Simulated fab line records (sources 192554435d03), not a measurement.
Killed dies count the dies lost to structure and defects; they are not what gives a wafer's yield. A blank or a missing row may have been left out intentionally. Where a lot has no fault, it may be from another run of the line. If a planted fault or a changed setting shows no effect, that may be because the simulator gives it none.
fab line records | flow n5Finfet
record lots=24 wafers=72 lastDay=18
route steps=1938 shown BEOL_M10@1523 BEOL_M11@1536 BEOL_M12@1633
lots with no fault: from the same line, run without faults
startH: hours from the record's opening day to when the first of the lot's shown wafers began | waitH: hours since the lot's step before | " repeats the value in the row above | L1.1+2: a row that stands for several wafers | - no value, or no start given | * or withheld: withheld | < > ~ a bound
route shown NAME@n: a module of which the file shows steps, and the number in the route of the first | usual: mean/standard deviation taken from wafers without a fault | same: alike in all rows | chamber/n: place in a boat | sites: per-site readings | _std_site: the values' standard deviation | _edge_site: the outer-site mean with the inner-site mean subtracted | radiusMm: for every site, how far away it sits from the centre of the wafer | mask NAME#n: copy n | behind: the tool/chamber that last shaped the wafer | hold: the reason the lot was held/the length of the hold in hours/how it ended | device: whichever transistor did not switch (one of n, p or np) | end of line: at the end of the route, the tests of the same wafers | a step given without rows: its recipe and nothing more | killed: dies that structure and defects cost at the first sort, which is not the same as the wafer's yield | map: a wafer's dies, marking killed ones x, the rest . and places with no die _
set.NAME: setting as actually run; set.NAME@STEP: the setting as run at that earlier step | model.NAME: the simulator's own value behind a step, which no gauge read
one table for each step of the route and one row for each wafer, over a sample of lots
services: a tool's chamber out of use, with start hour (startH, from the record's first day; less than 0 if before it), hours out, and reason
## steps
# step N5_BEOL_M10_PRE_CLEAN_45
# recipe gas=H2/He timeS=30 tempC=250
# usual heaterPowerW=329/26
# columns lot.wafer tool chamber startH waitH heaterPowerW
L074.3 pvdSputter-02 - 216.51 0.0 306
L074.4 " - " " 344
L074.5 " - " " 338
L075.2 pvdSputter-01 - 226.00 0.0 361
L075.5 " - " " 330
L075.6 " - " " 290
L076.1 pvdSputter-03 - 242.30 0.0 362
L076.4 " - " " 354
L076.6 " - " " 319
L080.3 pvdSputter-02 - 256.47 0.0 310
L080.4 " - " " 354
L080.5 " - " " 313
L077.3 pvdSputter-01 - 261.42 0.0 359
L077.5 " - " " 363
L077.6 " - " " 283
L079.3 pvdSputter-01 - 261.92 0.0 356
L079.4 " - " " 339
L079.6 " - " " 350
L078.1 pvdSputter-01 - 262.00 0.0 365
L078.2 " - " " 297
L078.5 " - " " 292
L083.2 pvdSputter-03 - 266.20 0.0 363
L083.5 " - " " 359
L083.6 " - " " 312
L082.2 pvdSputter-01 - 266.53 0.0 295
L082.3 " - " " 334
L082.6 " - " " 294
L081.1 pvdSputter-03 - 273.67 0.0 328
L081.5 " - " " 327
L081.6 " - " " 358
L084.1 pvdSputter-01 - 293.13 0.0 285
L084.3 " - " " 338
L084.4 " - " " 371
L085.1 pvdSputter-01 - 300.19 0.0 279
L085.4 " - " " 296
L085.6 " - " " 289
L086.1 pvdSputter-03 - 306.28 0.0 363
L086.3 " - " " 330
L086.5 " - " " 308
L088.1 pvdSputter-03 - 310.16 0.0 315
L088.3 " - " " 361
L088.4 " - " " 355
L087.1 pvdSputter-03 - 313.94 0.0 322
L087.4 " - " " 360
L087.5 " - " " 327
L089.1 pvdSputter-02 - 327.83 0.0 347
L089.4 " - " " 302
L089.5 " - " " 353
L090.1 pvdSputter-02 - 332.97 0.0 308
L090.2 " - " " 332
L090.5 " - " " 342
L091.2 pvdSputter-01 - 333.45 0.0 288
L091.3 " - " " 369
L091.6 " - " " 277
L092.2 pvdSputter-01 - 333.91 0.0 371
L092.3 " - " " 289
L092.4 " - " " 337
L093.1 pvdSputter-02 - 342.13 0.0 346
L093.3 " - " " 345
L093.6 " - " " 340
L094.2 pvdSputter-03 - 355.61 0.0 332
L094.3 " - " " 354
L094.5 " - " " 343
L095.1 pvdSputter-02 - 359.36 0.0 306
L095.3 " - " " 339
L095.4 " - " " 326
L096.1 pvdSputter-03 - 371.16 0.0 349
L096.3 " - " " 346
L096.5 " - " " 366
L097.1 pvdSputter-02 - 374.40 0.0 301
L097.3 " - " " 346
L097.5 " - " " 331
# step N5_BEOL_M10_RS_MEAS_57
# recipe thkMeasGauge=four-point-probe reads=Cu_of_BEOL_M10_ECD_50+Co_of_BEOL_M10_CVD_75+TaN_of_BEOL_M10_ALD_74
# usual M10_RS=0.1503/0.0029
# columns lot.wafer tool chamber startH waitH M10_RS[ohm/sq]
L074.3 filmMetro-02 - 218.42 0.1 0.1512
L074.4 " - " " 0.1528
L074.5 " - " " 0.1550
L075.2 filmMetro-02 - 227.58 0.1 0.1478
L075.5 " - " " 0.1473
L075.6 " - " " 0.1493
L076.1 filmMetro-02 - 244.13 0.1 0.1509
L076.4 " - " " 0.1456
L076.6 " - " " 0.1522
L080.3 filmMetro-01 - 258.16 0.1 0.1465
L080.4 " - " " 0.1506
L080.5 " - " " 0.1506
L077.3 filmMetro-02 - 263.01 0.1 0.1505
L077.5 " - " " 0.1443
L077.6 " - " " 0.1507
L079.3 filmMetro-01 - 263.64 0.1 0.1481
L079.4 " - " " 0.1509
L079.6 " - " " 0.1474
L078.1 filmMetro-02 - 263.92 0.1 0.1511
L078.2 " - " " 0.1482
L078.5 " - " " 0.1504
L083.2 filmMetro-02 - 267.79 0.1 0.1514
L083.5 " - " " 0.1532
L083.6 " - " " 0.1528
L082.2 filmMetro-02 - 269.81 0.1 0.1524
L082.3 " - " " 0.1517
L082.6 " - " " 0.1495
L081.1 filmMetro-01 - 277.29 0.1 0.1458
L081.5 " - " " 0.1537
L081.6 " - " " 0.1467
L084.1 filmMetro-02 - 294.87 0.1 0.1487
L084.3 " - " " 0.1441
L084.4 " - " " 0.1499
L085.1 filmMetro-01 - 302.16 0.1 0.1517
L085.4 " - " " 0.1498
L085.6 " - " " 0.1497
L086.1 filmMetro-02 - 308.33 0.1 0.1464
L086.3 " - " " 0.1485
L086.5 " - " " 0.1520
L088.1 filmMetro-02 - 311.77 0.1 0.1472
L088.3 " - " " 0.1527
L088.4 " - " " 0.1492
L087.1 filmMetro-02 - 315.49 0.1 0.1491
L087.4 " - " " 0.1502
L087.5 " - " " 0.1467
L089.1 filmMetro-02 - 329.68 0.1 0.1438
L089.4 " - " " 0.1502
L089.5 " - " " 0.1564
L090.1 filmMetro-01 - 334.63 0.1 0.1536
L090.2 " - " " 0.1516
L090.5 " - " " 0.1517
L091.2 filmMetro-01 - 335.50 0.1 0.1553
L091.3 " - " " 0.1450
L091.6 " - " " 0.1471
L092.2 filmMetro-01 - 336.92 0.1 0.1462
L092.3 " - " " 0.1495
L092.4 " - " " 0.1505
L093.1 filmMetro-01 - 343.68 0.1 0.1503
L093.3 " - " " 0.1497
L093.6 " - " " 0.1489
L094.2 filmMetro-01 - 360.12 0.1 0.1540
L094.3 " - " " 0.1538
L094.5 " - " " 0.1528
L095.1 filmMetro-01 - 361.02 0.1 0.1459
L095.3 " - " " 0.1521
L095.4 " - " " 0.1532
L096.1 filmMetro-01 - 373.07 0.1 0.1536
L096.3 " - " " 0.1512
L096.5 " - " " 0.1484
L097.1 filmMetro-01 - 375.99 0.1 0.1488
L097.3 " - " " 0.1519
L097.5 " - " " 0.1497
# step N5_BEOL_M11_ILD_DEP_00
# recipe material=SiCOH_lowk targetThkA=3085.1 tempC=300 precursor=DEMS/porogen pressureTorr=5 rfW=500 timeS=58
# usual heaterPowerW=332/48 showerheadPlenumPTorr=5.743/0.014 throttleValvePct=13.3/0.41
# columns lot.wafer tool chamber startH waitH heaterPowerW showerheadPlenumPTorr throttleValvePct
L074.3 pecvd-04 1 218.51 0.1 284 5.749 13.8
L074.4 " 0 " " 370 5.726 13.2
L074.5 " 1 " " 281 5.742 13.5
L075.2 pecvd-04 1 227.65 0.0 242 5.741 13.6
L075.5 " 1 " " 260 5.743 13.6
L075.6 " 0 " " 344 5.731 13.2
L076.1 pecvd-02 0 244.20 0.0 257 5.734 13.6
L076.4 " 1 " " 268 5.754 13.0
L076.6 " 0 " " 267 5.736 13.4
L080.3 pecvd-01 0 258.22 0.0 309 5.760 13.5
L080.4 " 0 " " 313 5.768 13.5
L080.5 " 2 " " 301 5.758 12.5
L077.3 pecvd-02 1 263.07 0.0 317 5.733 13.2
L077.5 " 1 " " 330 5.728 12.9
L077.6 " 2 " " 385 5.731 13.6
L079.3 pecvd-02 0 263.70 0.0 247 5.735 13.7
L079.4 " 2 " " 370 5.737 13.4
L079.6 " 0 " " 261 5.734 13.4
L078.1 pecvd-02 2 263.99 0.0 347 5.741 13.5
L078.2 " 1 " " 314 5.748 12.9
L078.5 " 0 " " 271 5.736 13.8
L083.2 pecvd-01 1 267.86 0.0 376 5.756 13.4
L083.5 " 2 " " 309 5.771 12.4
L083.6 " 1 " " 383 5.758 13.5
L082.2 pecvd-04 1 269.88 0.0 290 5.731 13.4
L082.3 " 2 " " 318 5.743 12.5
L082.6 " 1 " " 290 5.745 13.4
L081.1 pecvd-02 0 277.35 0.0 291 5.724 13.4
L081.5 " 0 " " 304 5.724 13.7
L081.6 " 2 " " 359 5.727 13.3
L084.1 pecvd-04 0 294.93 0.0 411 5.733 13.1
L084.3 " 2 " " 318 5.740 12.7
L084.4 " 0 " " 420 5.737 13.8
L085.1 pecvd-04 0 302.22 0.0 360 5.726 13.3
L085.4 " 2 " " 340 5.719 12.6
L085.6 " 2 " " 355 5.731 12.8
L086.1 pecvd-01 1 308.39 0.0 393 5.754 13.9
L086.3 " 0 " " 339 5.756 13.5
L086.5 " 0 " " 348 5.751 13.4
L088.1 pecvd-01 2 311.83 0.0 289 5.763 12.6
L088.3 " 1 " " 392 5.762 13.8
L088.4 " 1 " " 391 5.759 13.6
L087.1 pecvd-04 2 315.55 0.0 330 5.727 12.5
L087.4 " 2 " " 340 5.730 12.7
L087.5 " 2 " " 343 5.713 12.8
L089.1 pecvd-04 0 329.74 0.0 351 5.746 13.2
L089.4 " 0 " " 364 5.730 13.1
L089.5 " 0 " " 385 5.726 13.4
L090.1 pecvd-01 0 334.70 0.0 326 5.766 13.5
L090.2 " 2 " " 344 5.773 12.7
L090.5 " 0 " " 331 5.753 14.0
L091.2 pecvd-02 1 335.56 0.0 295 5.747 13.2
L091.3 " 2 " " 377 5.744 13.5
L091.6 " 1 " " 294 5.743 13.1
L092.2 pecvd-01 1 336.98 0.0 332 5.741 13.7
L092.3 " 2 " " 262 5.757 12.8
L092.4 " 2 " " 275 5.764 12.7
L093.1 pecvd-04 2 343.74 0.0 354 5.749 12.8
L093.3 " 0 " " 407 5.726 13.2
L093.6 " 2 " " 294 5.729 12.9
L094.2 pecvd-04 1 360.18 0.0 272 5.737 13.7
L094.3 " 2 " " 300 5.727 12.8
L094.5 " 2 " " 310 5.737 12.6
L095.1 pecvd-02 0 361.09 0.0 270 5.738 13.5
L095.3 " 2 " " 381 5.749 13.8
L095.4 " 2 " " 390 5.734 13.7
L096.1 pecvd-02 0 373.14 0.0 311 5.719 14.0
L096.3 " 1 " " 305 5.757 13.4
L096.5 " 2 " " 387 5.749 13.9
L097.1 pecvd-01 1 376.06 0.0 336 5.733 14.0
L097.3 " 2 " " 279 5.790 12.6
L097.5 " 0 " " 330 5.760 13.4
# step N5_BEOL_M11_HM_OPEN_17
# recipe chemistry=Cl2/BCl3 targetDepthA=200 overetchA=60 target=TiN maskMaterial=SOC ionEnergyEv=150 pressureMtorr=10 icpW=1000 biasW=126 Cl2_flow_sccm=53.25 bcl3FlowSccm=21.75 Ar_flow_sccm=25
# usual drypumpMotorCurrentA=5.8/0.42 oesProductAu=0.67/0.096 throttleValvePct=22.19/0.28
# columns lot.wafer tool chamber startH waitH drypumpMotorCurrentA oesProductAu rfHoursCounterH throttleValvePct
L074.3 rieMetal-03 0 222.54 0.1 5.6 0.55 - 22.32
L074.4 " 1 " " 5.5 0.64 - 22.67
L074.5 " 0 " " 5.6 0.55 - 22.33
L075.2 rieMetal-03 1 230.57 0.0 5.5 0.65 58 22.68
L075.5 " 0 " " 5.6 0.55 - 22.31
L075.6 " 1 " " 5.5 0.64 - 22.69
L076.1 rieMetal-02 1 246.28 0.0 6.4 0.53 114 21.94
L076.4 " 1 " " 6.4 0.54 - 21.92
L076.6 " 1 " " 6.4 0.53 - 21.93
L080.3 rieMetal-03 0 261.89 0.1 5.5 0.55 - 22.32
L080.4 " 1 " " 5.5 0.64 - 22.67
L080.5 " 0 " " 5.5 0.55 - 22.31
L077.3 rieMetal-02 1 266.29 0.1 6.4 0.53 - 21.95
L077.5 " 1 " " 6.4 0.53 - 21.93
L077.6 " 0 " " 6.3 0.73 - 22.24
L078.1 rieMetal-03 0 266.51 0.0 5.5 0.54 112 22.31
L078.2 " 1 " " 5.5 0.64 59 22.67
L078.5 " 1 " " 5.5 0.64 - 22.69
L079.3 rieMetal-02 0 266.61 0.1 6.3 0.72 - 22.24
L079.4 " 1 " " 6.4 0.53 - 21.94
L079.6 " 0 " " 6.3 0.72 - 22.24
L083.2 rieMetal-03 0 271.86 0.0 5.6 0.55 112 22.31
L083.5 " 1 " " 5.5 0.65 - 22.66
L083.6 " 0 " " 5.6 0.55 - 22.31
L082.2 rieMetal-03 0 272.12 0.0 5.5 0.55 112 22.31
L082.3 " 0 " " 5.5 0.55 - 22.30
L082.6 " 1 " " 5.5 0.64 - 22.67
L081.1 rieMetal-01 0 280.66 0.0 5.6 0.81 5 21.90
L081.5 " 0 " " 5.5 0.82 - 21.87
L081.6 " 1 " " 5.4 0.58 - 22.02
L084.1 rieMetal-01 1 298.86 0.0 5.4 0.58 85 22.02
L084.3 " 0 " " 5.6 0.80 - 21.89
L084.4 " 1 " " 5.4 0.57 - 22.03
L085.1 rieMetal-02 0 306.25 0.0 6.3 0.70 21 22.27
L085.4 " 0 " " 6.4 0.70 - 22.26
L085.6 " 0 " " 6.3 0.71 - 22.28
L086.1 rieMetal-01 0 310.86 0.0 5.5 0.77 8 21.93
L086.3 " 0 " " 5.6 0.78 - 21.92
L086.5 " 1 " " 5.4 0.57 - 22.03
L088.1 rieMetal-02 0 314.65 0.0 6.4 0.71 23 22.25
L088.3 " 1 " " 6.4 0.83 - 21.71
L088.4 " 0 " " 6.4 0.71 - 22.25
L087.1 rieMetal-01 1 318.85 0.0 5.4 0.57 88 22.04
L087.4 " 1 " " 5.4 0.57 - 22.04
L087.5 " 0 " " 5.5 0.79 - 21.88
L089.1 rieMetal-02 1 332.07 0.0 6.4 0.82 2 21.72
L089.4 " 0 " " 6.4 0.70 - 22.23
L089.5 " 0 " " 6.4 0.70 - 22.26
L090.1 rieMetal-02 1 339.45 0.0 6.4 0.80 3 21.74
L090.2 " 0 " " 6.3 0.70 25 22.29
L090.5 " 1 " " 6.4 0.80 - 21.71
L091.2 rieMetal-03 0 340.09 0.0 5.6 0.81 2 22.10
L091.3 " 0 " " 5.5 0.81 - 22.10
L091.6 " 1 " " 5.5 0.62 - 22.70
L092.2 rieMetal-01 0 340.71 0.0 5.6 0.77 11 21.93
L092.3 " 0 " " 5.6 0.77 - 21.93
L092.4 " 1 " " 5.4 0.56 - 22.06
L093.1 rieMetal-03 0 346.61 0.0 5.5 0.82 2 22.08
L093.3 " 1 " " 5.5 0.62 - 22.71
L093.6 " 0 " " 5.5 0.81 - 22.11
L094.2 rieMetal-02 0 363.92 0.1 6.4 0.69 - 22.26
L094.3 " 0 " " 6.4 0.69 - 22.27
L094.5 " 0 " " 6.4 0.70 - 22.27
L095.1 rieMetal-02 0 364.24 0.0 6.3 0.69 27 22.28
L095.3 " 0 " " 6.4 0.69 - 22.27
L095.4 " 0 " " 6.3 0.69 - 22.29
L096.1 rieMetal-01 0 375.50 0.0 5.5 0.77 14 21.91
L096.3 " 1 " " 5.4 0.57 - 22.03
L096.5 " 0 " " 5.5 0.76 - 21.92
L097.1 rieMetal-01 0 379.40 0.0 5.5 0.75 15 21.93
L097.3 " 1 " " 5.5 0.56 - 22.05
L097.5 " 0 " " 5.5 0.75 - 21.93
# step N5_BEOL_M11_ETCH_66
# recipe chemistry=N2/H2 target=SOC targetDepthA=1200 overetchA=240 maskMaterial=SiARC tempC=40 timeS=180 ionEnergyEv=200 pressureMtorr=30 sourceW=840 biasW=150 n2FlowSccm=200 h2FlowSccm=200
# usual drypumpMotorCurrentA=5.9/0.42 oesProductAu=0.62/0.059 rfVppV=524.6/2.7 showerheadPlenumPTorr=2.57/0.093 throttleValvePct=17.78/0.22
# columns lot.wafer tool chamber startH waitH drypumpMotorCurrentA oesProductAu rfHoursCounterH rfVppV showerheadPlenumPTorr throttleValvePct
L074.3 rieDiel-01 0 225.45 0.0 5.5 0.65 85 527.4 2.68 17.85
L074.4 " 3 " " 5.7 0.58 210 524.9 2.63 17.86
L074.5 " 2 " " 6.4 0.58 - 521.7 2.43 17.67
L075.2 rieDiel-01 1 234.36 0.0 6.3 0.62 167 527.6 2.64 17.34
L075.5 " 2 " " 6.4 0.58 - 520.9 2.43 17.68
L075.6 " 1 " " 6.3 0.62 - 527.4 2.64 17.34
L076.1 rieDiel-01 1 247.10 0.0 6.3 0.61 171 525.5 2.64 17.36
L076.4 " 3 " " 5.7 0.57 217 524.9 2.62 17.85
L076.6 " 3 " " 5.7 0.58 - 527.1 2.62 17.88
L080.3 rieDiel-05 3 264.72 0.0 5.8 0.57 213 524.8 2.63 18.05
L080.4 " 0 " " 5.5 0.59 162 521.2 2.43 18.09
L080.5 " 0 " " 5.5 0.60 - 520.1 2.43 18.09
L078.1 rieDiel-01 3 269.49 0.0 5.7 0.57 224 525.6 2.62 17.90
L078.2 " 1 " " 6.3 0.61 179 527.2 2.63 17.38
L078.5 " 3 " " 5.7 0.57 - 526.9 2.62 17.88
L079.3 rieDiel-01 1 270.29 0.0 6.3 0.61 179 527.9 2.63 17.38
L079.4 " 3 " " 5.7 0.57 224 525.4 2.62 17.87
L079.6 " 2 " " 6.4 0.58 - 520.7 2.42 17.69
L077.3 rieDiel-05 3 270.46 0.0 5.8 0.58 215 526.8 2.63 18.06
L077.5 " 1 " " 6.1 0.56 - 520.9 2.40 17.55
L077.6 " 2 " " 5.6 0.76 - 525.9 2.60 17.61
L083.2 rieDiel-01 1 272.83 0.0 6.3 0.61 180 527.6 2.63 17.38
L083.5 " 0 " " 5.5 0.65 - 526.3 2.68 17.89
L083.6 " 1 " " 6.3 0.62 - 526.6 2.63 17.38
L082.2 rieDiel-06 2 273.09 0.0 6.4 0.57 221 523.5 2.50 17.73
L082.3 " 3 " " 6.3 0.62 117 524.3 2.57 18.01
L082.6 " 2 " " 6.4 0.56 - 522.2 2.50 17.73
L081.1 rieDiel-01 3 281.61 0.0 5.7 0.56 228 525.2 2.62 17.89
L081.5 " 2 " " 6.4 0.57 - 519.6 2.42 17.70
L081.6 " 3 " " 5.7 0.57 - 525.8 2.62 17.88
L084.1 rieDiel-06 3 299.63 0.0 6.3 0.61 124 524.9 2.57 18.02
L084.3 " 2 " " 6.3 0.57 229 523.1 2.49 17.75
L084.4 " 1 " " 5.9 0.66 83 524.5 2.58 17.83
L085.1 rieDiel-05 3 308.72 0.0 5.8 0.56 230 526.2 2.62 18.07
L085.4 " 3 " " 5.8 0.56 - 525.8 2.62 18.08
L085.6 " 0 " " 5.5 0.59 - 520.7 2.42 18.13
L086.1 rieDiel-06 2 313.19 0.0 6.4 0.56 233 521.3 2.49 17.74
L086.3 " 1 " " 5.9 0.65 87 525.1 2.58 17.82
L086.5 " 3 " " 6.3 0.62 - 524.4 2.57 18.03
L088.1 rieDiel-06 1 317.87 0.0 5.9 0.65 88 525.1 2.58 17.83
L088.3 " 0 " " 4.9 0.73 20 527.0 2.69 17.84
L088.4 " 2 " " 6.4 0.57 - 524.1 2.49 17.75
L087.1 rieDiel-01 2 322.73 0.0 6.4 0.57 216 520.9 2.42 17.74
L087.4 " 0 " " 5.5 0.63 115 526.8 2.67 17.92
L087.5 " 0 " " 5.5 0.63 - 527.5 2.67 17.93
L089.1 rieDiel-05 2 334.95 0.0 5.6 0.71 32 526.1 2.59 17.63
L089.4 " 1 " " 6.1 0.75 7 528.5 2.72 17.15
L089.5 " 2 " " 5.6 0.72 - 524.1 2.59 17.65
L091.2 rieDiel-05 1 341.74 0.0 6.1 0.75 11 526.4 2.72 17.17
L091.3 " 0 " " 5.5 0.57 192 521.5 2.42 18.16
L091.6 " 2 " " 5.6 0.71 - 525.3 2.59 17.65
L090.1 rieDiel-06 2 342.15 0.0 6.3 0.56 238 522.6 2.49 17.76
L090.2 " 3 " " 6.3 0.61 132 522.6 2.56 18.03
L090.5 " 1 " " 5.9 0.64 - 524.3 2.58 17.81
L092.2 rieDiel-01 3 342.42 0.0 5.7 0.56 247 526.0 2.61 17.92
L092.3 " 1 " " 6.3 0.59 203 526.4 2.62 17.42
L092.4 " 2 " " 6.4 0.56 224 520.6 2.41 17.75
L093.1 rieDiel-01 3 348.48 0.0 5.7 0.55 249 525.6 2.61 17.92
L093.3 " 1 " " 6.3 0.60 205 525.6 2.62 17.42
L093.6 " 3 " " 5.7 0.56 - 524.7 2.61 17.92
L094.2 rieDiel-06 0 364.89 0.0 4.9 0.71 29 528.7 2.68 17.87
L094.3 " 2 " " 6.4 0.56 244 522.3 2.49 17.78
L094.5 " 1 " " 5.8 0.63 - 523.4 2.57 17.85
L095.1 rieDiel-06 2 366.29 0.0 6.3 0.56 245 523.7 2.49 17.77
L095.3 " 3 " " 6.3 0.61 138 523.3 2.56 18.05
L095.4 " 0 " " 4.9 0.72 30 526.7 2.68 17.87
L096.1 rieDiel-01 1 378.02 0.0 6.3 0.59 216 526.2 2.62 17.46
L096.3 " 0 " " 5.5 0.61 133 526.4 2.66 17.94
L096.5 " 0 " " 5.5 0.62 - 526.7 2.66 17.95
L097.1 rieDiel-01 1 380.40 0.0 6.3 0.59 217 525.5 2.62 17.44
L097.3 " 2 " " 6.4 0.56 238 522.1 2.41 17.77
L097.5 " 0 " " 5.4 0.61 - 528.2 2.66 17.93
# step N5_BEOL_M12_OVL_MEAS_29
# recipe pointsPerWafer=44
# usual M12_OVL=2/4.8
# columns lot.wafer tool chamber startH waitH M12_OVL[nm]
L074.3 overlay-01 0 231.34 0.0 -2
L074.4 " 0 " " -1
L074.5 " 0 " " -1
L075.2 overlay-01 0 239.06 0.0 -3
L075.5 " 0 " " 5
L075.6 " 0 " " -4
L076.1 overlay-02 0 251.60 0.0 4
L076.4 " 0 " " 4
L076.6 " 0 " " 2
L080.3 overlay-02 0 269.20 0.0 0
L080.4 " 0 " " 0
L080.5 " 0 " " 2
L079.3 overlay-01 0 274.60 0.0 1
L079.4 " 0 " " 9
L079.6 " 0 " " 3
L078.1 overlay-02 0 275.09 0.0 0
L078.2 " 0 " " -3
L078.5 " 0 " " -2
L077.3 overlay-02 0 275.37 0.0 -3
L077.5 " 0 " " 2
L077.6 " 0 " " -3
L083.2 overlay-02 0 279.07 0.0 0
L083.5 " 0 " " 4
L083.6 " 0 " " 0
L082.2 overlay-01 0 279.33 0.0 6
L082.3 " 0 " " 10
L082.6 " 0 " " 12
L081.1 overlay-02 0 287.02 0.0 -3
L081.5 " 0 " " 4
L081.6 " 0 " " 0
L084.1 overlay-01 0 304.36 0.0 5
L084.3 " 0 " " 6
L084.4 " 0 " " 5
L085.1 overlay-02 0 313.43 0.0 -1
L085.4 " 0 " " 4
L085.6 " 0 " " 5
L086.1 overlay-02 0 317.59 0.0 5
L086.3 " 0 " " -1
L086.5 " 0 " " 0
L088.1 overlay-02 0 322.77 0.0 -5
L088.3 " 0 " " -6
L088.4 " 0 " " 7
L087.1 overlay-02 0 329.76 0.0 12
L087.4 " 0 " " 5
L087.5 " 0 " " 7
L089.1 overlay-01 0 339.45 0.0 10
L089.4 " 0 " " 6
L089.5 " 0 " " 4
L091.2 overlay-02 0 348.14 0.0 4
L091.3 " 0 " " 4
L091.6 " 0 " " 9
L090.1 overlay-02 0 348.46 0.0 11
L090.2 " 0 " " 3
L090.5 " 0 " " 1
L092.2 overlay-01 0 348.79 0.0 14
L092.3 " 0 " " 4
L092.4 " 0 " " 5
L093.1 overlay-01 0 354.38 0.0 -4
L093.3 " 0 " " -4
L093.6 " 0 " " 0
L094.2 overlay-01 0 370.26 0.0 -1
L094.3 " 0 " " -11
L094.5 " 0 " " -8
L095.1 overlay-02 0 371.56 0.0 -4
L095.3 " 0 " " 2
L095.4 " 0 " " -3
L096.1 overlay-02 0 383.01 0.0 6
L096.3 " 0 " " 5
L096.5 " 0 " " 3
L097.1 overlay-02 0 385.70 0.0 -5
L097.3 " 0 " " -4
L097.5 " 0 " " 2
## services
# columns tool chamber startH hours kind
rieDiel-06 2 201.30 23.7 repair
rieDiel-06 3 202.27 7.3 repair
rieDiel-01 - 211.73 3.2 repair
pvdSputter-01 - 231.67 2.2 repair
pvdSputter-01 - 236.50 2.7 repair
rieMetal-03 - 242.81 14.6 pm
rieDiel-01 - 243.61 0.2 repair
rieMetal-03 - 258.06 1.4 pm
pecvd-01 - 262.81 2.8 pm
pecvd-02 - 265.94 6.0 pm
rieDiel-06 0 271.64 2.8 repair
pecvd-02 - 289.68 2.4 repair
rieDiel-05 2 296.80 2.9 repair
pecvd-04 1 297.75 48.4 repair
rieDiel-06 3 316.56 4.0 repair
rieDiel-06 - 325.45 14.6 pm
pecvd-04 2 333.04 2.6 repair
rieDiel-01 - 336.07 0.2 repair
pvdSputter-01 - 339.12 1.2 repair
rieDiel-01 0 347.03 9.4 repair
rieDiel-01 3 356.46 - clean
rieDiel-01 3 356.46 - consumableReplace:focusRing
rieMetal-02 1 359.03 12.6 repair
rieDiel-05 1 366.67 2.3 repair
## key
fault none
